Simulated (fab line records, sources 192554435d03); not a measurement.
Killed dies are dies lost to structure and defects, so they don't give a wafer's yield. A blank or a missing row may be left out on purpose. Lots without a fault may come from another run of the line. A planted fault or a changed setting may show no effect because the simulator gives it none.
Split-lot experiment | flow n5_finfet | 7 lots, 39 wafers read, on a route of 1938 steps

THE SPLIT
At N5_MOL_CONTACT_COAG_ETCH_124 (etches SiNx in CH3F/O2, stops on SiOC, target depth 6.5 nm), the setting source_w was moved away from the recipe's 395 W on 12 of the 39 wafers read, by -18.3% to +8.6%. The other wafers ran this setting at the recipe's value.

The reading is taken at the split's own step.

THE READING
rf_vpp_V, in V, at N5_MOL_CONTACT_COAG_ETCH_124 (etches SiNx in CH3F/O2, stops on SiOC, target depth 6.5 nm). Fault-free wafers of this fab line usually give 298 V, standard deviation 3.9 V.

wafer  | tool, chamber at the split | source_w as run, W | against the recipe | rf_vpp_V, V | against lot-mates on the recipe
L078.1 | rie_diel-03, 3             | 369.3              | -6.5%              | 310         | +13
L078.2 | rie_diel-03, 0             | 395                | recipe             | 296         | -
L078.3 | rie_diel-03, 2             | 369.3              | -6.5%              | 312         | +15
L078.4 | rie_diel-03, 3             | 395                | recipe             | 299         | -
L078.5 | rie_diel-03, 0             | 395                | recipe             | 295         | -
L078.6 | rie_diel-03, 2             | 369.3              | -6.5%              | 313         | +16
L080.1 | rie_diel-05, 2             | 395                | recipe             | 294         | -
L080.2 | rie_diel-05, 3             | 428.9              | +8.6%              | 290         | -6
L080.3 | rie_diel-05, 0             | 428.9              | +8.6%              | 289         | -7
L080.4 | rie_diel-05, 1             | 428.9              | +8.6%              | 289         | -7
L080.5 | rie_diel-05, 2             | 395                | recipe             | 292         | -
L080.6 | rie_diel-05, 3             | 395                | recipe             | 302         | -
L079.1 | rie_diel-04, 1             | 346.3              | -12.3%             | 314         | +15
L079.2 | rie_diel-04, 2             | 395                | recipe             | 294         | -
L079.3 | rie_diel-04, 0             | 395                | recipe             | 302         | -
L079.4 | rie_diel-04, 2             | 346.3              | -12.3%             | 311         | +12
L079.5 | rie_diel-04, 1             | 346.3              | -12.3%             | 314         | +15
L079.6 | rie_diel-04, 0             | 395                | recipe             | 302         | -
L083.1 | rie_diel-04, 1             | 395                | recipe             | 294         | -
L083.2 | rie_diel-04, 3             | 395                | recipe             | 295         | -
L083.3 | rie_diel-04, 3             | 395                | recipe             | 294         | -
L083.4 | rie_diel-04, 1             | 395                | recipe             | 295         | -
L083.5 | rie_diel-04, 3             | 395                | recipe             | 293         | -
L083.6 | rie_diel-04, 1             | 395                | recipe             | 296         | -
L090.1 | rie_diel-05, 2             | 395                | recipe             | 292         | -
L090.2 | rie_diel-05, 3             | 395                | recipe             | 303         | -
L090.3 | rie_diel-05, 3             | 395                | recipe             | 302         | -
L090.4 | rie_diel-05, 2             | 395                | recipe             | 293         | -
L090.5 | rie_diel-05, 2             | 395                | recipe             | 290         | -
L090.6 | rie_diel-05, 3             | 395                | recipe             | 302         | -
L091.1 | rie_diel-03, 3             | 395                | recipe             | 301         | -
L091.2 | rie_diel-03, 2             | 395                | recipe             | 303         | -
L091.5 | rie_diel-03, 2             | 395                | recipe             | 303         | -
L095.1 | rie_diel-03, 3             | 395                | recipe             | 299         | -
L095.2 | rie_diel-03, 1             | 395                | recipe             | 300         | -
L095.3 | rie_diel-03, 2             | 322.8              | -18.3%             | 334         | +33
L095.4 | rie_diel-03, 0             | 322.8              | -18.3%             | 323         | +22
L095.5 | rie_diel-03, 3             | 322.8              | -18.3%             | 329         | +28
L095.6 | rie_diel-03, 2             | 395                | recipe             | 304         | -

THE FIT
A straight line over all 39 wafers: rf_vpp_V changes by -1.49 V for each +1% of source_w; r = -0.91; the points scatter about the line by 4.4 V.
The same after taking each lot's own level away (the mean of its wafers on the recipe; 39 wafers): -1.33 V for each +1%; r = -0.91; scatter 4 V.
On that fit, the largest move of source_w shifts the reading by 24 V.
The lots' own levels span 294.5 to 302.3 V, that is 2.0 times the standard deviation above.
So the lot-to-lot level changes the slope: the two fits differ.
Check: with one of the wafers moved furthest among these (-18.3%) left out of the fit, the line predicts +23.5 V for it against its lot-mates. It came out at +33 V against them.
Tool readings at the split's step, against how far the setting was moved: rf_vpp_V r = -0.91.

OTHER SPLITS ON THESE WAFERS
These wafers also went through other splits before the reading. Each is held against what the fit with the lots' levels taken away leaves over:
other split on the same wafers      | wafers away from the commonest value | r with rf_vpp_V (lot level and that fit taken away)
N5_DUMMY_GATE_ETCH_32 time_s        | 15                                   | -0.35
N5_DUMMY_GATE_ETCH_42 bias_w        | 15                                   | +0.19
N5_MOL_CONTACT_COAG_ETCH_105 bias_w | 12                                   | +0.17

THE FILE'S OWN FIT
rf_vpp_V changes by -1.37 V for each +1% of source_w, r = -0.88.
